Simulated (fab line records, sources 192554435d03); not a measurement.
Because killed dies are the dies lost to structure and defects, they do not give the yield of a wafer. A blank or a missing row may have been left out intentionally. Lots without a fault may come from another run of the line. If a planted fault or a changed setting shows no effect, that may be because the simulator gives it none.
fab line records	flow n5_finfet	part 2 of 2: steps 19 to 29 of 29
[record] lots = 5	wafers = 15	last_day = 16
route steps=1938 shown BEOL_M5@1123
lots untouched by any fault: they come from a run of this same line in which no faults occurred
start_h: the number of hours between the record's first day and the start of the first shown wafer of the lot	wait_h: how many hours have passed since the lot's step before this one	" as in the row above	L1.1+2: one row covering several wafers at once	- either no value or no given start	* or withheld: withheld	< > ~ a bound
route shown NAME@n: names a module that has steps shown in the file, with the first one's number in the route	usual: mean and standard deviation over wafers with no fault	same: alike in all rows	chamber/n: place in a boat	sites: each site's reading	_std_site: how widely they spread, as a standard deviation	_edge_site: outer sites' mean less inner sites'	radius_mm: how far each site lies from the wafer's centre	mask NAME#n: copy n	behind: the most recent tool/chamber to have shaped the wafer	hold: why the lot was held/for how many hours/how that ended	device: the n, p or np transistor that did not switch	end of line: tests of these same wafers at the route's end	a step given without rows: its recipe and nothing more	killed: at the first sort, the dies lost to defects and structure; wafer yield is something else	map: per-die view of a wafer (x killed, . not killed, _ where there is no die)
set.NAME: the setting the step ran with; set.NAME@STEP: the setting that earlier step ran with	model.NAME: the simulator's own value behind a step, which no gauge read
lots at some steps of the route; a table a step, a row a wafer
services: a tool's chamber out of use, with start hour (start_h, from the record's first day; less than 0 if before it), hours out, and reason
[[steps]]
[step N5_BEOL_M5_COAT_74]
[recipe] resist = underlayer	temp_c = 205	time_s = 60	spin_rpm = 1500	resist_thk_nm = 5
[usual] spin_speed_rpm = 1500.1/1
[same] time_s = 60
lot.wafer	tool	chamber	start_h	wait_h	spin_speed_rpm
L081.1	litho_track-04	0	-	-	1498.3
L081.2	"	0	"	"	1501.1
L081.3	"	0	"	"	1500.1
L084.2	litho_track-04	0	-	-	1501.6
L084.5	"	0	"	"	1501.8
L084.6	"	0	"	"	1500.4
L086.1	litho_track-02	0	-	-	1498.7
L086.4	"	0	"	"	1499.0
L086.5	"	0	"	"	1499.1
L094.2	litho_track-01	0	-	-	1499.2
L094.3	"	0	"	"	1499.6
L094.5	"	0	"	"	1499.0
L095.1	litho_track-02	0	-	-	1499.3
L095.3	"	0	"	"	1497.6
L095.4	"	0	"	"	1499.3
[step N5_BEOL_M5_COAT_22]
[recipe] resist = CAR-EUV	spin_rpm = 1500	resist_thk_nm = 30
[usual] spin_speed_rpm = 1500.0/1.1
lot.wafer	tool	chamber	start_h	wait_h	spin_speed_rpm
L081.1	litho_track-04	0	-	-	1499.3
L081.2	"	0	"	"	1500.8
L081.3	"	0	"	"	1499.7
L084.2	litho_track-04	0	-	-	1501.1
L084.5	"	0	"	"	1500.2
L084.6	"	0	"	"	1499.8
L086.1	litho_track-02	0	-	-	1499.9
L086.4	"	0	"	"	1500.5
L086.5	"	0	"	"	1501.2
L094.2	litho_track-01	0	-	-	1498.7
L094.3	"	0	"	"	1501.7
L094.5	"	0	"	"	1499.7
L095.1	litho_track-02	0	-	-	1500.6
L095.3	"	0	"	"	1500.0
L095.4	"	0	"	"	1500.4
[step N5_BEOL_M5_EBR_24]
[recipe] solvent = PGMEA	ebr_width_mm = 1.5
lot.wafer	tool	chamber	start_h	wait_h
L081.1+2+3	litho_track-04	0	-	-
L084.2+5+6	litho_track-04	0	-	-
L086.1+4+5	litho_track-02	0	-	-
L094.2+3+5	litho_track-01	0	-	-
L095.1+3+4	litho_track-02	0	-	-
[step N5_BEOL_M5_SOFTBAKE_23]
[recipe] temp_c = 110	time_s = 60	resist = CAR-EUV
[same] time_s = 60
lot.wafer	tool	chamber	start_h	wait_h
L081.1+2+3	litho_track-04	0	-	-
L084.2+5+6	litho_track-04	0	-	-
L086.1+4+5	litho_track-02	0	-	-
L094.2+3+5	litho_track-01	0	-	-
L095.1+3+4	litho_track-02	0	-	-
[step N5_BEOL_M5_EXPOSE_25]
[recipe] mask_id = V4	na = 0.33	source_shape = quasar	sigma_inner = 0.2	sigma_outer = 0.6	polarization = unpolarized	defocus_nm = 10	dose_mj = 52.75
[usual] stage_msd_nm = 0.81/0.034
[same] sigma_inner = 0.2	sigma_outer = 0.6
lot.wafer	tool	chamber	start_h	wait_h	mask	stage_msd_nm
L081.1	euv_scanner-02	0	216.77	-	V4#0	0.83
L081.2	"	0	"	"	V4#0	0.83
L081.3	"	0	"	"	V4#0	0.84
L084.2	euv_scanner-01	0	236.54	-	V4#0	0.77
L084.5	"	0	"	"	V4#0	0.77
L084.6	"	0	"	"	V4#0	0.77
L086.1	euv_scanner-01	0	246.70	-	V4#0	0.77
L086.4	"	0	"	"	V4#0	0.77
L086.5	"	0	"	"	V4#0	0.77
L094.2	euv_scanner-01	0	297.39	-	V4#0	0.76
L094.3	"	0	"	"	V4#0	0.76
L094.5	"	0	"	"	V4#0	0.76
L095.1	euv_scanner-02	0	303.05	-	V4#0	0.85
L095.3	"	0	"	"	V4#0	0.85
L095.4	"	0	"	"	V4#0	0.85
[step N5_BEOL_M5_PEB_26]
[recipe] peb_temp_c = 100	peb_time_s = 60	resist = CAR-EUV
lot.wafer	tool	chamber	start_h	wait_h
L081.1+2+3	litho_track-02	0	216.84	0.1
L084.2+5+6	litho_track-02	0	236.61	0.1
L086.1+4+5	litho_track-02	0	246.77	0.1
L094.2+3+5	litho_track-04	0	297.45	0.1
L095.1+3+4	litho_track-01	0	303.13	0.1
[step N5_BEOL_M5_DEVELOP_27]
[recipe] develop_time_s = 30	developer = TMAH	resist = CAR-EUV	rinse_liquid = surfactant_rinse	dry = air_spin	dev_temp_c = 23
[same] develop_time_s = 30
lot.wafer	tool	chamber	start_h	wait_h
L081.1+2+3	litho_track-02	0	-	-
L084.2+5+6	litho_track-02	0	-	-
L086.1+4+5	litho_track-02	0	-	-
L094.2+3+5	litho_track-04	0	-	-
L095.1+3+4	litho_track-01	0	-	-
[step N5_BEOL_M5_CD_MEAS_28]
[recipe] target_cd_nm = 30.6	landing_energy_ev = 500	detector = se_inlens	target_cd_y_nm = 20	polarity = opening
[usual] cd_nm = 30.71/0.26
lot.wafer	tool	chamber	start_h	wait_h	cd_nm
L081.1	cd_sem-02	0	216.91	-	30.50
L081.2	"	0	"	"	30.56
L081.3	"	0	"	"	30.31
L084.2	cd_sem-03	0	236.67	-	30.53
L084.5	"	0	"	"	30.49
L084.6	"	0	"	"	30.41
L086.1	cd_sem-02	0	246.84	-	29.98
L086.4	"	0	"	"	30.58
L086.5	"	0	"	"	30.35
L094.2	cd_sem-03	0	297.52	-	30.52
L094.3	"	0	"	"	31.18
L094.5	"	0	"	"	31.09
L095.1	cd_sem-02	0	303.20	-	30.97
L095.3	"	0	"	"	30.85
L095.4	"	0	"	"	30.74
[step N5_BEOL_M5_OVL_MEAS_29]
[recipe] points_per_wafer = 522
[usual] V4_OVL = -0.2/0.71
lot.wafer	tool	chamber	start_h	wait_h	V4_OVL[nm]
L081.1	overlay-02	0	216.94	0.0	0.4
L081.2	"	0	"	"	-0.1
L081.3	"	0	"	"	-0.1
L084.2	overlay-01	0	236.71	0.0	0.5
L084.5	"	0	"	"	-0.5
L084.6	"	0	"	"	-1.0
L086.1	overlay-01	0	246.87	0.0	-0.3
L086.4	"	0	"	"	-1.4
L086.5	"	0	"	"	-0.2
L094.2	overlay-01	0	297.56	0.0	-1.3
L094.3	"	0	"	"	-0.6
L094.5	"	0	"	"	-0.5
L095.1	overlay-02	0	303.23	0.0	-1.1
L095.3	"	0	"	"	-1.1
L095.4	"	0	"	"	-0.2
[step N5_BEOL_M5_INSPECT_30]
[recipe] mode = adi	inspect_instrument = brightfield
[usual] raw_defect_count = 407/88
lot.wafer	tool	chamber	start_h	wait_h	raw_defect_count
L081.1	defect_inspect-01	-	217.00	0.1	525
L081.2	"	-	"	"	477
L081.3	"	-	"	"	420
L084.2	defect_inspect-02	-	236.76	0.0	420
L084.5	"	-	"	"	371
L084.6	"	-	"	"	531
L086.1	defect_inspect-02	-	246.92	0.1	322
L086.4	"	-	"	"	279
L086.5	"	-	"	"	241
L094.2	defect_inspect-01	-	297.61	0.0	360
L094.3	"	-	"	"	467
L094.5	"	-	"	"	344
L095.1	defect_inspect-02	-	303.28	0.1	362
L095.3	"	-	"	"	311
L095.4	"	-	"	"	382
[step N5_BEOL_M5_DESCUM_33]
[recipe] chemistry = O2	time_s = 7	source_power_w = 50	bias_power_w = 20	pressure_mtorr = 20	rf_frequency_hz = 2.712e+07	temp_c = 40	resist = CAR-EUV	o2_flow_sccm = 225
[usual] drypump_motor_current_A = 5.9/0.3	oes_product_au = 0.80/0.083	rf_vpp_V = 243.1/1.4	showerhead_plenum_p_Torr = 2.08/0.056	throttle_valve_pct = 20.38/0.24
[same] time_s = 7
lot.wafer	tool	chamber	start_h	wait_h	drypump_motor_current_A	oes_product_au	rf_hours_counter_h	rf_vpp_V	showerhead_plenum_p_Torr	throttle_valve_pct
L081.1	rie_diel-01	0	217.54	0.5	6.1	0.92	17	244.0	2.12	19.99
L081.2	"	3	"	"	5.9	0.74	186	240.8	2.01	20.61
L081.3	"	1	"	"	6.2	0.77	139	243.9	2.07	20.05
L084.2	rie_diel-05	0	236.95	0.2	5.6	0.74	213	243.5	2.06	20.51
L084.5	"	0	"	"	5.6	0.74	-	242.9	2.06	20.47
L084.6	"	3	"	"	6.1	0.72	-	244.0	2.14	20.42
L086.1	rie_diel-02	2	246.96	0.0	6.1	0.93	14	246.6	2.25	20.41
L086.4	"	0	"	"	5.6	0.71	204	244.9	2.16	20.50
L086.5	"	3	"	"	6.1	0.93	-	242.4	2.12	20.47
L094.2	rie_diel-02	3	297.64	0.0	6.1	0.91	39	242.8	2.12	20.52
L094.3	"	0	"	"	5.6	0.70	219	243.4	2.15	20.50
L094.5	"	3	"	"	6.1	0.91	-	243.8	2.12	20.50
L095.1	rie_diel-01	0	303.33	0.0	6.1	0.86	41	243.3	2.11	20.03
L095.3	"	1	"	"	6.2	0.75	164	242.6	2.06	20.10
L095.4	"	2	"	"	5.6	0.84	65	244.5	2.10	20.11
[[services]]
tool	chamber	start_h	hours	kind
euv_scanner-02	-	194.67	1.9	repair
rie_diel-05	1	197.71	7.7	repair
euv_scanner-01	-	199.91	1.0	pm
litho_track-01	-	207.16	-	consumable_replace:filter
euv_scanner-01	-	210.98	12.0	pm
rie_metal-01	-	214.14	1.4	pm
euv_scanner-02	-	228.28	1.0	pm
rie_diel-02	1	230.86	7.7	repair
rie_diel-02	2	237.49	1.5	repair
euv_scanner-02	-	237.52	0.9	repair
euv_scanner-01	0	239.12	-	calibration
euv_scanner-01	-	254.96	6.2	pm
euv_scanner-01	-	261.21	1.0	pm
rie_metal-02	1	267.76	-	clean
rie_metal-02	1	267.76	19.3	scheduled_down
rie_metal-02	1	267.76	19.3	vent_cycle
rie_diel-01	-	271.14	0.8	repair
euv_scanner-01	-	275.58	8.9	repair
euv_scanner-02	-	284.54	1.0	pm
euv_scanner-01	-	285.56	5.8	pm
euv_scanner-02	-	291.34	4.6	pm
rie_diel-05	2	301.90	1.7	repair
rie_metal-02	0	302.58	-	clean
rie_metal-02	0	302.58	21.6	scheduled_down
